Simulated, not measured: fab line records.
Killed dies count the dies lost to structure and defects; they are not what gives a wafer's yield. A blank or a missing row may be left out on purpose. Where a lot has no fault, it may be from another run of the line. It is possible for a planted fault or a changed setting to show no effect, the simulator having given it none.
fab line records ; flow n5-finfet ; part 2 of 2: steps 17 to 26 of 26
record lots=5; wafers=15; last-day=19
route steps=1938 shown BEOL_M6@1230
lots that met no fault: from a run of the same line without faults
start-h: the number of hours between the record's first day and the start of the first shown wafer of the lot ; wait-h: hours elapsed since this lot's preceding step ; " the same as in the row above ; L1.1+2: a row that stands for several wafers ; - no value present, or no start provided ; * or withheld: withheld ; < > ~ a bound
route shown NAME@n: NAME is a module with steps in the file, n the number in the route of the first one ; usual: the fault-free wafers' mean and standard deviation ; same: alike in all rows ; chamber/n: place in a boat ; sites: the reading at each site ; _std_site: standard deviation across them ; _edge_site: inner sites' mean taken away from outer sites' mean ; radius-mm: how far each site lies from the wafer's centre ; mask NAME#n: copy n ; behind: the last tool/chamber to shape the wafer ; hold: what put the lot on hold/how long, in hours/how the hold closed ; device: the transistor (n, p or np) that didn't switch ; end of line: the same wafers' tests at the end of the route ; for a step that has no rows: nothing shown but its recipe ; killed: dies lost to structure and defects at the first sort, not the wafer's yield ; map: dies across one wafer; x = killed, . = not, _ = none there
set.NAME: the setting as run; set.NAME@STEP: as run at that earlier step ; model.NAME: the simulator's own value behind a step, which no gauge read
a table for each step, a row for each wafer; lots at some steps of the route
services: the hour from which a tool's chamber was out of use, counted from the record's first day as start-h (under 0 if before that day), plus the number of hours and why
## steps
# step N5_BEOL_M6_SRD_43
# recipe time-s=30; temp-c=23; rinse-liquid=diw; dry=ipa-marangoni
# usual temp-c=23.00/0.1
lot.wafer;tool;chamber;start-h;wait-h;temp-c
L080.2;wet-bench-04;5;243.43;0.0;23.07
L080.4;wet-bench-04;3;243.43;0.0;23.14
L080.6;wet-bench-04;0;243.43;0.0;22.84
L088.1;wet-bench-04;5;279.28;0.0;23.16
L088.5;wet-bench-04;1;279.28;0.0;22.95
L088.6;wet-bench-04;6;279.28;0.0;23.16
L091.1;wet-bench-04;6;301.08;0.0;23.00
L091.3;wet-bench-04;7;301.08;0.0;22.80
L091.4;wet-bench-04;5;301.08;0.0;23.02
L094.1;wet-bench-06;0;340.86;0.0;22.97
L094.2;wet-bench-06;1;340.86;0.0;23.12
L094.4;wet-bench-06;4;340.86;0.0;22.86
L097.1;wet-bench-06;3;364.88;0.0;22.97
L097.2;wet-bench-06;5;364.88;0.0;22.95
L097.6;wet-bench-06;2;364.88;0.0;22.94
# step N5_BEOL_M6_CD_MEAS_35
# recipe target-cd-nm=40; target-cd-y-nm=28; polarity=opening
# usual cd-nm=40.3/0.61
lot.wafer;tool;chamber;start-h;wait-h;cd-nm
L080.2;cd-sem-02;-;243.47;0.0;39.3
L080.4;cd-sem-02;-;243.47;0.0;40.1
L080.6;cd-sem-02;-;243.47;0.0;40.0
L088.1;cd-sem-01;-;279.32;0.0;41.2
L088.5;cd-sem-01;-;279.32;0.0;41.2
L088.6;cd-sem-01;-;279.32;0.0;40.9
L091.1;cd-sem-01;-;301.12;0.0;39.2
L091.3;cd-sem-01;-;301.12;0.0;40.3
L091.4;cd-sem-01;-;301.12;0.0;41.0
L094.1;cd-sem-02;-;340.90;0.0;39.8
L094.2;cd-sem-02;-;340.90;0.0;39.3
L094.4;cd-sem-02;-;340.90;0.0;40.0
L097.1;cd-sem-02;-;364.92;0.0;41.0
L097.2;cd-sem-02;-;364.92;0.0;41.0
L097.6;cd-sem-02;-;364.92;0.0;41.0
# step N5_BEOL_M6_CURE_75
# recipe temp-c=370; time-s=120; ambient=DMADMS/He; material=SiCOH_lowk
# usual lamp-power-pct=52.32/0.051; wafer_temp_C_max=371.5/0.42
lot.wafer;tool;chamber;start-h;wait-h;lamp-power-pct;wafer_temp_C_max
L080.2;uv-cure-03;0;243.56;0.1;52.28;372.4
L080.4;uv-cure-03;0;243.56;0.1;52.44;372.4
L080.6;uv-cure-03;0;243.56;0.1;52.34;372.2
L088.1;uv-cure-03;1;279.37;0.0;52.37;371.4
L088.5;uv-cure-03;1;279.37;0.0;52.35;370.8
L088.6;uv-cure-03;1;279.37;0.0;52.38;371.7
L091.1;uv-cure-03;0;301.16;0.0;52.35;371.7
L091.3;uv-cure-03;0;301.16;0.0;52.39;371.9
L091.4;uv-cure-03;0;301.16;0.0;52.33;372.2
L094.1;uv-cure-01;0;340.94;0.0;52.29;371.8
L094.2;uv-cure-01;0;340.94;0.0;52.32;371.5
L094.4;uv-cure-01;0;340.94;0.0;52.27;371.9
L097.1;uv-cure-01;0;364.97;0.0;52.30;371.7
L097.2;uv-cure-01;0;364.97;0.0;52.26;371.5
L097.6;uv-cure-01;0;364.97;0.0;52.36;371.5
# step N5_BEOL_M6_DEGAS_44
# recipe ambient=vacuum; temp-c=250; time-s=60
# usual heater-power-w=327/32
lot.wafer;tool;chamber;start-h;wait-h;heater-power-w
L080.2;pvd-sputter-03;-;244.17;0.6;296
L080.4;pvd-sputter-03;-;244.17;0.6;311
L080.6;pvd-sputter-03;-;244.17;0.6;329
L088.1;pvd-sputter-02;-;279.99;0.6;390
L088.5;pvd-sputter-02;-;279.99;0.6;293
L088.6;pvd-sputter-02;-;279.99;0.6;326
L091.1;pvd-sputter-02;-;301.67;0.5;286
L091.3;pvd-sputter-02;-;301.67;0.5;382
L091.4;pvd-sputter-02;-;301.67;0.5;329
L094.1;pvd-sputter-02;-;341.63;0.6;292
L094.2;pvd-sputter-02;-;341.63;0.6;298
L094.4;pvd-sputter-02;-;341.63;0.6;394
L097.1;pvd-sputter-02;-;365.32;0.3;306
L097.2;pvd-sputter-02;-;365.32;0.3;329
L097.6;pvd-sputter-02;-;365.32;0.3;312
# step N5_BEOL_M6_PRE_CLEAN_45
# recipe gas=H2/He; time-s=30; temp-c=250
# usual heater-power-w=327/32
lot.wafer;tool;chamber;start-h;wait-h;heater-power-w
L080.2;pvd-sputter-03;-;244.21;0.0;292
L080.4;pvd-sputter-03;-;244.21;0.0;321
L080.6;pvd-sputter-03;-;244.21;0.0;320
L088.1;pvd-sputter-02;-;280.04;0.0;387
L088.5;pvd-sputter-02;-;280.04;0.0;293
L088.6;pvd-sputter-02;-;280.04;0.0;330
L091.1;pvd-sputter-02;-;301.71;0.0;286
L091.3;pvd-sputter-02;-;301.71;0.0;388
L091.4;pvd-sputter-02;-;301.71;0.0;325
L094.1;pvd-sputter-02;-;341.67;0.0;292
L094.2;pvd-sputter-02;-;341.67;0.0;302
L094.4;pvd-sputter-02;-;341.67;0.0;401
L097.1;pvd-sputter-02;-;365.36;0.0;300
L097.2;pvd-sputter-02;-;365.36;0.0;327
L097.6;pvd-sputter-02;-;365.36;0.0;307
# step N5_BEOL_M6_ALD_77
# recipe material=TaN; target-thk-a=20; temp-c=275; ald-precursor-family=PDMAT; ald-co-reactant=NH3; pressure-torr=3; carrier-flow-sccm=1500; pulse-time-s=2; purge-time-s=3; co-reactant-purge-time-s=2; co-reactant-pulse-time-s=3; ald-cycles=40; precursor-vessel-temp-c=75; precursor-vessel-pressure-torr=26.25; precursor-vessel-carrier-sccm=1000
# usual heater-power-w=419/48; precursor-vessel-pressure-torr=26.25/0.052
# same pulse-time-s=2
lot.wafer;tool;chamber;start-h;wait-h;heater-power-w;precursor-vessel-pressure-torr
L080.2;ald-metal-04;1;244.29;0.1;438;26.15
L080.4;ald-metal-04;3;244.29;0.1;416;26.27
L080.6;ald-metal-04;0;244.29;0.1;482;26.26
L088.1;ald-metal-01;1;280.10;0.0;344;26.15
L088.5;ald-metal-01;1;280.10;0.0;364;26.24
L088.6;ald-metal-01;2;280.10;0.0;436;26.21
L091.1;ald-metal-01;0;301.77;0.0;355;26.25
L091.3;ald-metal-01;1;301.77;0.0;365;26.26
L091.4;ald-metal-01;2;301.77;0.0;444;26.31
L094.1;ald-metal-01;1;341.73;0.0;368;26.24
L094.2;ald-metal-01;3;341.73;0.0;426;26.24
L094.4;ald-metal-01;0;341.73;0.0;360;26.26
L097.1;ald-metal-01;2;365.44;0.1;447;26.25
L097.2;ald-metal-01;0;365.44;0.1;366;26.23
L097.6;ald-metal-01;0;365.44;0.1;355;26.24
# step N5_BEOL_M6_SURFACE_TREAT_79
# recipe gas=Ar; time-s=*; ion-energy-ev=*; ion-current-ma-cm2=0.5; pressure-mtorr=*; ar-flow-sccm=30
# usual throttle-valve-pct=*
lot.wafer;tool;chamber;start-h;wait-h;throttle-valve-pct
L080.2;pvd-sputter-03;-;244.59;0.2;*
L080.4;pvd-sputter-03;-;244.59;0.2;*
L080.6;pvd-sputter-03;-;244.59;0.2;*
L088.1;pvd-sputter-02;-;280.40;0.2;*
L088.5;pvd-sputter-02;-;280.40;0.2;*
L088.6;pvd-sputter-02;-;280.40;0.2;*
L091.1;pvd-sputter-01;-;302.27;0.4;*
L091.3;pvd-sputter-01;-;302.27;0.4;*
L091.4;pvd-sputter-01;-;302.27;0.4;*
L094.1;pvd-sputter-02;-;342.11;0.2;*
L094.2;pvd-sputter-02;-;342.11;0.2;*
L094.4;pvd-sputter-02;-;342.11;0.2;*
L097.1;pvd-sputter-02;-;365.72;0.2;*
L097.2;pvd-sputter-02;-;365.72;0.2;*
L097.6;pvd-sputter-02;-;365.72;0.2;*
# step N5_BEOL_M6_CVD_78
# recipe material=Co; target-thk-a=20; temp-c=withheld; precursor=CCTBA/H2; pressure-torr=30; time-s=142.3
lot.wafer;tool;chamber;start-h;wait-h
L080.2+4+6;cvd-co-01;1,0,2;244.69;0.1
L088.1+5+6;cvd-co-01;0,1,0;280.47;0.0
L091.1+3+4;cvd-co-01;1,0,0;302.33;0.0
L094.1+2+4;cvd-co-02;1,0,0;342.17;0.0
L097.1+2+6;cvd-co-01;1,2,2;365.80;0.1
# step N5_BEOL_M6_SPUTTER_48
# recipe material=Cu; target-thk-a=100; temp-c=-20; bias-v=60; power-w=26000; chamber-pressure-pa=0.13; time-s=1.667
# usual chuck-gas-flow-sccm=1.26/0.05; substrate-temp-c=-20.01/0.1; throttle-valve-pct=29.7/1.2
lot.wafer;tool;chamber;start-h;wait-h;chuck-gas-flow-sccm;substrate-temp-c;throttle-valve-pct
L080.2;pvd-sputter-03;-;244.83;0.1;1.22;-20.06;30.8
L080.4;pvd-sputter-03;-;244.83;0.1;1.21;-20.22;30.2
L080.6;pvd-sputter-03;-;244.83;0.1;1.34;-20.19;30.1
L088.1;pvd-sputter-02;-;280.66;0.1;1.18;-20.02;29.5
L088.5;pvd-sputter-02;-;280.66;0.1;1.19;-20.16;31.5
L088.6;pvd-sputter-02;-;280.66;0.1;1.26;-19.95;29.6
L091.1;pvd-sputter-02;-;302.68;0.3;1.35;-19.94;29.4
L091.3;pvd-sputter-02;-;302.68;0.3;1.28;-19.95;29.3
L091.4;pvd-sputter-02;-;302.68;0.3;1.30;-20.08;29.7
L094.1;pvd-sputter-02;-;342.55;0.3;1.27;-19.89;29.4
L094.2;pvd-sputter-02;-;342.55;0.3;1.22;-20.07;31.5
L094.4;pvd-sputter-02;-;342.55;0.3;1.28;-20.09;29.8
L097.1;pvd-sputter-03;-;365.98;0.1;1.30;-20.13;31.1
L097.2;pvd-sputter-03;-;365.98;0.1;1.24;-19.98;28.9
L097.6;pvd-sputter-03;-;365.98;0.1;1.25;-19.83;30.4
# step N5_BEOL_M6_ECD_50
# recipe material=Cu; target-thk-a=3000
lot.wafer;tool;chamber;start-h;wait-h
L080.2+4+6;ecd-cu-02;0,0,1;244.94;0.1
L088.1+5+6;ecd-cu-02;1,1,0;280.79;0.1
L091.1+3+4;ecd-cu-02;1,1,0;302.79;0.1
L094.1+2+4;ecd-cu-01;1,0,0;342.66;0.1
L097.1+2+6;ecd-cu-02;1,0,0;366.10;0.1
## services
tool;chamber;start-h;hours;kind
uv-cure-03;-;219.56;0.6;repair
uv-cure-01;-;228.44;7.5;pm
rie-diel-06;2;229.79;1.7;repair
ald-metal-01;-;234.61;8.7;pm
ecd-cu-01;-;253.14;1.4;repair
uv-cure-03;-;257.37;1.0;pm
uv-cure-01;-;263.48;1.6;repair
cvd-co-01;1;294.59;7.7;repair
ald-metal-01;3;300.94;12.0;repair
uv-cure-03;-;302.85;2.1;pm
ald-metal-01;0;303.44;30.8;repair
uv-cure-03;-;305.90;7.5;pm
rie-diel-02;2;312.22;9.2;repair
rie-diel-06;0;324.90;17.4;repair
rie-diel-06;3;332.84;3.2;repair
uv-cure-03;-;334.19;3.4;pm
rie-diel-02;2;339.33;-;clean
rie-diel-02;2;339.33;-;consumable-replace:focus-ring
rie-diel-02;2;339.33;-;consumable-replace:showerhead
rie-diel-02;2;339.33;25.6;scheduled-down
rie-diel-02;2;339.33;25.6;vent-cycle
rie-diel-06;0;342.34;-;clean
ald-metal-04;-;345.73;6.0;pm
cvd-co-01;-;347.99;6.0;pm
